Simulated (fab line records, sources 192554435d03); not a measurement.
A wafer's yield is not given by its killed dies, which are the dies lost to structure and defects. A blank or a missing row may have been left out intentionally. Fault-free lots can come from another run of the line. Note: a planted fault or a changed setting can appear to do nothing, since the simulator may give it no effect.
Which tool is to blame? | flow n5 finfet | 63 wafers from 21 lots sampled at 6 of the route's 1938 steps

## WHAT EACH GAUGE READ, for each wafer
The record lacks any reading of a measuring or inspecting step that a usual standard deviation could be used to judge.

## EACH LOT AND THE TOOL THAT RAN IT (in order: tool; ch and the chambers of the sampled wafers; start)
lot  | N5_WELL_APT_DESCUM_30             | N5_PMOS_HMC_CHANNEL_EPI_HM_DEP_34 | N5_FIN_SAQP_ETCH_34               | N5_FIN_SAQP_FIN_ETCH_36         | N5_FIN_CUT_STRIP_22               | N5_STI_FIN_REVEAL_ETCHBACK_08
L074 | rie diel-03 ch 0,2, day 1 14:57   | pecvd-02 ch 0,1, day 1 16:53      | rie diel-02 ch 2,3, day 2 02:07   | rie si-06 ch 2,3, day 2 02:20   | rie diel-05 ch 0,2,3, day 2 04:11 | rie diel-06 ch 2,3, day 2 10:22
L075 | rie diel-02 ch 0,2,3, day 1 21:18 | pecvd-04 ch 1,2, day 1 22:59      | rie diel-02 ch 1,2,3, day 2 07:41 | rie si-06 ch 1,2,3, day 2 07:54 | rie diel-04 ch 0,2,3, day 2 09:20 | rie diel-03 ch 0,1,2, day 2 15:10
L076 | rie diel-06 ch 0,1, day 2 03:22   | pecvd-04 ch 0,1,2, day 2 05:02    | rie diel-03 ch 0,1,2, day 2 13:46 | rie si-06 ch 0,1, day 2 13:58   | rie diel-01 ch 1,3, day 2 15:24   | rie diel-06 ch 1,3, day 2 22:29
L077 | rie diel-03 ch 0,2,3, day 2 09:02 | pecvd-02 ch 0,1,2, day 2 10:55    | rie diel-02 ch 0,1,3, day 2 20:00 | rie si-06 ch 0,1,2, day 2 20:13 | rie diel-05 ch 0,1,2, day 2 21:38 | rie diel-06 ch 0,1,3, day 3 03:42
L078 | rie diel-02 ch 0,1, day 2 15:07   | pecvd-04 ch 1,2, day 2 16:47      | rie diel-03 ch 0,1, day 3 01:39   | rie si-05 ch 2,3, day 3 01:52   | rie diel-01 ch 0,1,3, day 3 03:26 | rie diel-03 ch 2,3, day 3 09:46
L079 | rie diel-03 ch 1,2,3, day 2 21:17 | pecvd-04 ch 0,1,2, day 2 23:11    | rie diel-06 ch 0,3, day 3 09:13   | rie si-05 ch 1,2,3, day 3 09:26 | rie diel-05 ch 0,3, day 3 11:16   | rie diel-06 ch 1,2,3, day 3 17:06
L080 | rie diel-06 ch 0,2,3, day 3 03:13 | pecvd-04 ch 0,1,2, day 3 04:54    | rie diel-03 ch 0,1,2, day 3 13:56 | rie si-05 ch 0,2, day 3 14:09   | rie diel-01 ch 0,3, day 3 15:37   | rie diel-06 ch 0,3, day 3 22:10
L082 | rie diel-06 ch 0,3, day 3 15:02   | pecvd-04 ch 0,1, day 3 16:43      | rie diel-02 ch 0,1,3, day 4 02:03 | rie si-04 ch 1,3, day 4 02:16   | rie diel-04 ch 1,2, day 4 03:45   | rie diel-02 ch 0,1,3, day 4 09:34
L083 | rie diel-06 ch 0,1,2, day 3 21:00 | pecvd-02 ch 0,1,2, day 3 22:41    | rie diel-03 ch 0,1,2, day 4 07:31 | rie si-05 ch 1,2,3, day 4 07:43 | rie diel-01 ch 2,3, day 4 09:09   | rie diel-03 ch 0,2,3, day 4 15:31
L084 | rie diel-06 ch 0,2,3, day 4 03:04 | pecvd-04 ch 1,2, day 4 04:45      | rie diel-06 ch 1,2, day 4 14:50   | rie si-06 ch 0,1,2, day 4 15:03 | rie diel-05 ch 0,2, day 4 17:23   | rie diel-06 ch 1,3, day 4 23:17
L085 | rie diel-03 ch 1,2,3, day 4 08:53 | pecvd-04 ch 0,1,2, day 4 10:34    | rie diel-06 ch 0,1,3, day 4 19:50 | rie si-06 ch 0,1,2, day 4 20:02 | rie diel-01 ch 0,1,2, day 4 21:29 | rie diel-03 ch 0,1,3, day 5 03:51
L086 | rie diel-02 ch 0,1,3, day 4 14:57 | pecvd-03 ch 1,2, day 4 16:38      | rie diel-03 ch 1,2,3, day 5 04:28 | rie si-06 ch 0,1,3, day 5 04:41 | rie diel-05 ch 0,1,2, day 5 06:07 | rie diel-06 ch 2,3, day 5 12:10
L087 | rie diel-03 ch 0,1,2, day 4 21:02 | pecvd-03 ch 1,2, day 4 22:44      | rie diel-06 ch 1,2,3, day 5 11:59 | rie si-06 ch 1,2,3, day 5 12:13 | rie diel-04 ch 0,2,3, day 5 13:46 | rie diel-06 ch 2,3, day 5 20:49
L088 | rie diel-02 ch 0,1, day 5 03:01   | pecvd-03 ch 1,2, day 5 04:44      | rie diel-06 ch 1,3, day 5 13:30   | rie si-06 ch 0,1,2, day 5 13:43 | rie diel-04 ch 0,1,3, day 5 15:09 | rie diel-02 ch 1,2,3, day 5 21:26
L089 | rie diel-03 ch 1,2, day 5 09:14   | pecvd-03 ch 0,1,2, day 5 11:01    | rie diel-06 ch 0,1,3, day 5 20:42 | rie si-04 ch 2,3, day 5 20:55   | rie diel-05 ch 0,2, day 5 22:52   | rie diel-03 ch 1,2, day 6 05:10
L090 | rie diel-06 ch 0,3, day 5 15:11   | pecvd-03 ch 0,1, day 5 16:55      | rie diel-03 ch 0,2,3, day 6 02:47 | rie si-05 ch 1,2,3, day 6 03:01 | rie diel-05 ch 1,3, day 6 04:34   | rie diel-02 ch 1,3, day 6 10:26
L091 | rie diel-02 ch 0,2, day 5 21:09   | pecvd-04 ch 1,2, day 5 22:50      | rie diel-02 ch 0,2, day 6 07:32   | rie si-04 ch 1,3, day 6 07:46   | rie diel-04 ch 0,1, day 6 09:19   | rie diel-03 ch 0,3, day 6 15:12
L092 | rie diel-03 ch 1,2,3, day 6 03:16 | pecvd-04 ch 0,1, day 6 04:59      | rie diel-03 ch 0,1,2, day 6 13:19 | rie si-06 ch 0,1,3, day 6 13:32 | rie diel-04 ch 0,1, day 6 14:58   | rie diel-03 ch 0,1,3, day 6 20:59
L093 | rie diel-02 ch 0,1,3, day 6 09:27 | pecvd-03 ch 0,1,2, day 6 11:20    | rie diel-06 ch 0,2, day 6 20:30   | rie si-05 ch 0,1, day 6 20:43   | rie diel-01 ch 1,3, day 6 22:42   | rie diel-03 ch 0,2,3, day 7 04:55
L094 | rie diel-06 ch 0,1,2, day 6 14:52 | pecvd-03 ch 0,1, day 6 16:32      | rie diel-06 ch 0,2,3, day 7 01:16 | rie si-06 ch 1,2,3, day 7 01:29 | rie diel-04 ch 0,2,3, day 7 03:05 | rie diel-03 ch 0,2,3, day 7 08:55
L095 | rie diel-02 ch 0,1,2, day 6 21:14 | pecvd-03 ch 0,1, day 6 23:01      | rie diel-03 ch 0,3, day 7 07:43   | rie si-05 ch 0,1,2, day 7 07:55 | rie diel-05 ch 0,1,3, day 7 09:21 | rie diel-06 ch 2,3, day 7 15:11
- N5_WELL_APT_DESCUM_30: chemistry O2, time 7.9 s.
- N5_PMOS_HMC_CHANNEL_EPI_HM_DEP_34: deposits SiO2 from TEOS/O2, target thk 36 nm, time 6.9 s.
- N5_FIN_SAQP_ETCH_34: etches SiO2 in C4F6/O2, target depth 45 nm, time 15 s.
- N5_FIN_SAQP_FIN_ETCH_36: etches the open film in HBr/Cl2/O2, target depth 120 nm, time 50.4 s.
- N5_FIN_CUT_STRIP_22: strips in N2/H2.
- N5_STI_FIN_REVEAL_ETCHBACK_08: etches SiO2 in C4F6/O2, target depth 30.5 nm, time 10.167 s.

## WHAT THE TOOLS THEMSELVES READ (means of the sampled wafers that have a number; where no wafer has one, the mark that the record gives instead)
N5_WELL_APT_DESCUM_30.
lot  | tool        | drypump motor current A (A) | oes product au (a.u.) | rf vpp V (V) | showerhead plenum p Torr (Torr) | throttle valve pct (%)
L074 | rie diel-03 | 5.9                         | 0.78                  | 243.0        | 2.06                            | 20.20
L075 | rie diel-02 | 5.5                         | 0.75                  | 244.1        | 2.09                            | 20.43
L076 | rie diel-06 | 5.5                         | 0.78                  | 244.4        | 2.13                            | 20.64
L077 | rie diel-03 | 5.8                         | 0.85                  | 242.6        | 2.12                            | 20.28
L078 | rie diel-02 | 5.7                         | 0.74                  | 243.3        | 2.13                            | 20.43
L079 | rie diel-03 | 5.8                         | 0.81                  | 244.3        | 2.17                            | 20.30
L080 | rie diel-06 | 5.7                         | 0.76                  | 242.3        | 2.06                            | 20.39
L082 | rie diel-06 | 5.4                         | 0.77                  | 243.0        | 2.07                            | 20.26
L083 | rie diel-06 | 5.8                         | 0.75                  | 242.5        | 2.09                            | 20.61
L084 | rie diel-06 | 5.8                         | 0.76                  | 242.2        | 2.06                            | 20.42
L085 | rie diel-03 | 5.8                         | 0.80                  | 243.5        | 2.16                            | 20.31
L086 | rie diel-02 | 5.7                         | 0.73                  | 243.5        | 2.11                            | 20.62
L087 | rie diel-03 | 5.7                         | 0.75                  | 242.6        | 2.08                            | 20.29
L088 | rie diel-02 | 5.7                         | 0.73                  | 243.5        | 2.14                            | 20.53
L089 | rie diel-03 | 5.6                         | 0.72                  | 244.3        | 2.14                            | 20.31
L090 | rie diel-06 | 5.6                         | 0.75                  | 243.7        | 2.12                            | 20.40
L091 | rie diel-02 | 5.5                         | 0.72                  | 242.9        | 2.08                            | 20.34
L092 | rie diel-03 | 5.8                         | 0.77                  | 244.1        | 2.16                            | 20.34
L093 | rie diel-02 | 5.7                         | 0.73                  | 244.1        | 2.11                            | 20.64
L094 | rie diel-06 | 5.8                         | 0.74                  | 243.0        | 2.08                            | 20.65
L095 | rie diel-02 | 5.6                         | 0.72                  | 242.4        | 2.10                            | 20.43

N5_PMOS_HMC_CHANNEL_EPI_HM_DEP_34.
lot  | tool     | heater power w (W) | showerhead plenum p Torr (Torr) | throttle valve pct (%)
L074 | pecvd-02 | 578                | 8.34                            | 19.0
L075 | pecvd-04 | 455                | 8.34                            | 18.8
L076 | pecvd-04 | 436                | 8.34                            | 18.9
L077 | pecvd-02 | 570                | 8.38                            | 18.7
L078 | pecvd-04 | 447                | 8.33                            | 18.8
L079 | pecvd-04 | 452                | 8.33                            | 18.9
L080 | pecvd-04 | 483                | 8.33                            | 18.7
L082 | pecvd-04 | 446                | 8.36                            | 18.6
L083 | pecvd-02 | 581                | 8.37                            | 18.9
L084 | pecvd-04 | 450                | 8.37                            | 18.6
L085 | pecvd-04 | 447                | 8.33                            | 18.8
L086 | pecvd-03 | 487                | 8.35                            | 18.2
L087 | pecvd-03 | 393                | 8.34                            | 18.5
L088 | pecvd-03 | 475                | 8.35                            | 18.6
L089 | pecvd-03 | 411                | 8.35                            | 18.7
L090 | pecvd-03 | 443                | 8.37                            | 19.5
L091 | pecvd-04 | 466                | 8.36                            | 18.7
L092 | pecvd-04 | 508                | 8.36                            | 18.8
L093 | pecvd-03 | 385                | 8.35                            | 18.9
L094 | pecvd-03 | 378                | 8.34                            | 19.7
L095 | pecvd-03 | 439                | 8.36                            | 19.5

N5_FIN_SAQP_ETCH_34.
lot  | tool        | drypump motor current A (A) | etch rf on time s (s) | oes product au (a.u.) | rf vpp V (V) | showerhead plenum p Torr (Torr) | throttle valve pct (%)
L074 | rie diel-02 | 5.5                         | 14.81                 | 0.65                  | 667          | 2.83                            | 21.10
L075 | rie diel-02 | 5.6                         | 15.05                 | 0.65                  | 668          | 2.87                            | 21.18
L076 | rie diel-03 | 5.7                         | 14.93                 | 0.65                  | 651          | 2.85                            | 20.94
L077 | rie diel-02 | 5.7                         | 14.98                 | 0.64                  | 668          | 2.87                            | 21.16
L078 | rie diel-03 | 5.4                         | 14.79                 | 0.65                  | 649          | 2.88                            | 20.97
L079 | rie diel-06 | 5.6                         | 14.94                 | 0.66                  | 658          | 2.89                            | 20.99
L080 | rie diel-03 | 5.6                         | 14.98                 | 0.65                  | 653          | 2.84                            | 20.95
L082 | rie diel-02 | 5.7                         | 15.09                 | 0.63                  | 668          | 2.86                            | 21.18
L083 | rie diel-03 | 5.7                         | 14.92                 | 0.64                  | 651          | 2.84                            | 20.96
L084 | rie diel-06 | 6.0                         | 14.89                 | 0.63                  | 666          | 2.76                            | 21.38
L085 | rie diel-06 | 5.5                         | 15.06                 | 0.64                  | 668          | 2.85                            | 21.09
L086 | rie diel-03 | 5.8                         | 15.12                 | 0.67                  | 655          | 2.92                            | 20.89
L087 | rie diel-06 | 5.6                         | 14.95                 | 0.63                  | 667          | 2.76                            | 21.17
L088 | rie diel-06 | 5.3                         | 15.03                 | 0.65                  | 667          | 2.76                            | 20.95
L089 | rie diel-06 | 5.5                         | 15.08                 | 0.64                  | 668          | 2.84                            | 21.10
L090 | rie diel-03 | 5.8                         | 15.08                 | 0.68                  | 660          | 2.85                            | 20.93
L091 | rie diel-02 | 5.6                         | 15.19                 | 0.61                  | 667          | 2.82                            | 20.94
L092 | rie diel-03 | 5.7                         | 14.93                 | 0.63                  | 651          | 2.83                            | 20.99
L093 | rie diel-06 | 6.0                         | 14.90                 | 0.63                  | 656          | 2.88                            | 21.24
L094 | rie diel-06 | 5.7                         | 15.01                 | 0.63                  | 656          | 2.80                            | 21.11
L095 | rie diel-03 | 5.7                         | 15.10                 | 0.69                  | 664          | 2.82                            | 20.98

N5_FIN_SAQP_FIN_ETCH_36.
lot  | tool      | drypump motor current A (A) | oes product au (a.u.) | throttle valve pct (%)
L074 | rie si-06 | 5.1                         | 0.995                 | 36.12
L075 | rie si-06 | 5.0                         | 0.994                 | 35.94
L076 | rie si-06 | 5.1                         | 1.007                 | 35.73
L077 | rie si-06 | 5.1                         | 1.006                 | 35.91
L078 | rie si-05 | 5.8                         | 0.978                 | 36.01
L079 | rie si-05 | 6.0                         | 0.987                 | 35.79
L080 | rie si-05 | 6.1                         | 0.992                 | 35.91
L082 | rie si-04 | 5.5                         | 0.986                 | 35.85
L083 | rie si-05 | 6.0                         | 0.976                 | 35.81
L084 | rie si-06 | 5.1                         | 1.006                 | 35.69
L085 | rie si-06 | 5.1                         | 1.006                 | 35.68
L086 | rie si-06 | 5.2                         | 0.998                 | 35.93
L087 | rie si-06 | 5.0                         | 1.007                 | 35.67
L088 | rie si-06 | 5.1                         | 1.003                 | 35.68
L089 | rie si-04 | 5.6                         | 0.974                 | 35.81
L090 | rie si-05 | 6.0                         | 0.976                 | 35.81
L091 | rie si-04 | 5.5                         | 0.998                 | 35.82
L092 | rie si-06 | 5.2                         | 1.000                 | 35.93
L093 | rie si-05 | 6.3                         | 1.000                 | 35.72
L094 | rie si-06 | 5.0                         | 0.999                 | 35.69
L095 | rie si-05 | 6.1                         | 0.980                 | 35.76

N5_FIN_CUT_STRIP_22.
lot  | tool        | drypump motor current A (A) | oes product au (a.u.) | rf vpp V (V) | showerhead plenum p Torr (Torr) | throttle valve pct (%)
L074 | rie diel-05 | 5.8                         | 0.76                  | 54.6         | 3.46                            | 19.17
L075 | rie diel-04 | 5.5                         | 0.72                  | 51.9         | 3.24                            | 18.60
L076 | rie diel-01 | 6.3                         | 0.90                  | 52.9         | 3.33                            | 18.67
L077 | rie diel-05 | 5.8                         | 0.80                  | 54.1         | 3.38                            | 19.06
L078 | rie diel-01 | 6.1                         | 0.83                  | 54.3         | 3.38                            | 18.70
L079 | rie diel-05 | 6.2                         | 0.73                  | 54.1         | 3.47                            | 19.20
L080 | rie diel-01 | 6.1                         | 0.77                  | 53.9         | 3.44                            | 18.70
L082 | rie diel-04 | 5.8                         | 0.84                  | 53.7         | 3.44                            | 18.73
L083 | rie diel-01 | 5.7                         | 0.83                  | 52.6         | 3.34                            | 18.55
L084 | rie diel-05 | 5.7                         | 0.73                  | 54.0         | 3.44                            | 19.30
L085 | rie diel-01 | 5.9                         | 0.82                  | 52.6         | 3.34                            | 18.91
L086 | rie diel-05 | 5.8                         | 0.77                  | 54.8         | 3.37                            | 19.06
L087 | rie diel-04 | 5.5                         | 0.71                  | 55.9         | 3.22                            | 18.65
L088 | rie diel-04 | 5.6                         | 0.79                  | 52.5         | 3.36                            | 18.72
L089 | rie diel-05 | 5.5                         | 0.77                  | 53.0         | 3.43                            | 19.19
L090 | rie diel-05 | 6.2                         | 0.75                  | 55.2         | 3.39                            | 18.98
L091 | rie diel-04 | 5.4                         | 0.83                  | 55.2         | 3.41                            | 18.62
L092 | rie diel-04 | 5.4                         | 0.82                  | 55.2         | 3.41                            | 18.62
L093 | rie diel-01 | 6.1                         | 0.80                  | 53.8         | 3.34                            | 18.54
L094 | rie diel-04 | 5.5                         | 0.80                  | 52.5         | 3.35                            | 18.51
L095 | rie diel-05 | 6.1                         | 0.83                  | 54.7         | 3.38                            | 19.01

N5_STI_FIN_REVEAL_ETCHBACK_08.
lot  | tool        | drypump motor current A (A) | oes product au (a.u.) | rf vpp V (V) | showerhead plenum p Torr (Torr) | throttle valve pct (%)
L074 | rie diel-06 | 5.6                         | 0.76                  | 655          | 2.73                            | 21.00
L075 | rie diel-03 | 5.7                         | 0.77                  | 651          | 2.85                            | 21.05
L076 | rie diel-06 | 5.3                         | 0.78                  | 679          | 2.81                            | 21.24
L077 | rie diel-06 | 5.5                         | 0.77                  | 670          | 2.85                            | 21.16
L078 | rie diel-03 | 6.0                         | 0.87                  | 666          | 2.95                            | 20.90
L079 | rie diel-06 | 5.6                         | 0.75                  | 667          | 2.77                            | 21.25
L080 | rie diel-06 | 5.5                         | 0.76                  | 656          | 2.81                            | 20.93
L082 | rie diel-02 | 5.7                         | 0.74                  | 667          | 2.86                            | 21.29
L083 | rie diel-03 | 5.8                         | 0.80                  | 661          | 2.86                            | 21.01
L084 | rie diel-06 | 5.3                         | 0.76                  | 679          | 2.81                            | 21.26
L085 | rie diel-03 | 5.6                         | 0.81                  | 658          | 2.89                            | 21.04
L086 | rie diel-06 | 5.6                         | 0.74                  | 654          | 2.72                            | 21.04
L087 | rie diel-06 | 5.6                         | 0.74                  | 653          | 2.72                            | 21.05
L088 | rie diel-02 | 5.6                         | 0.74                  | 667          | 2.86                            | 21.32
L089 | rie diel-03 | 5.6                         | 0.72                  | 645          | 2.90                            | 21.05
L090 | rie diel-02 | 5.7                         | 0.74                  | 666          | 2.85                            | 21.49
L091 | rie diel-03 | 5.8                         | 0.84                  | 668          | 2.91                            | 21.00
L092 | rie diel-03 | 5.6                         | 0.79                  | 658          | 2.89                            | 21.06
L093 | rie diel-03 | 5.9                         | 0.78                  | 661          | 2.85                            | 21.04
L094 | rie diel-03 | 5.8                         | 0.78                  | 661          | 2.85                            | 21.03
L095 | rie diel-06 | 5.6                         | 0.73                  | 654          | 2.72                            | 21.06

## THE ANSWER, worked out from the rows above alone
Rule: the lots themselves supply what counts as usual. The widest of any qualifying gaps counts: lots, ordered by their means at a reading, are off when they make up no more than a third of the lots, leave a main group of 4 or more, and stand apart from it by 3 or more times the standard deviation of that group's means. A main group whose means are all the same, to the digits that the tables above print for the reading, isn't used. A lot without any number at a reading at which 4 lots or more have one is off too. Where the step has rows for the other lots, those lots are counted as sound. Order of review: gauges by route order, followed by the tools' own readings, for which a lot's mean as printed above is used. At the first step where some lot is off, the reading lying furthest off is the one used; lots without a number count as furthest.
No lot is off on any of the readings shown, so nothing can be concluded from this.

## WHAT THE SIMULATOR HAD PUT IN
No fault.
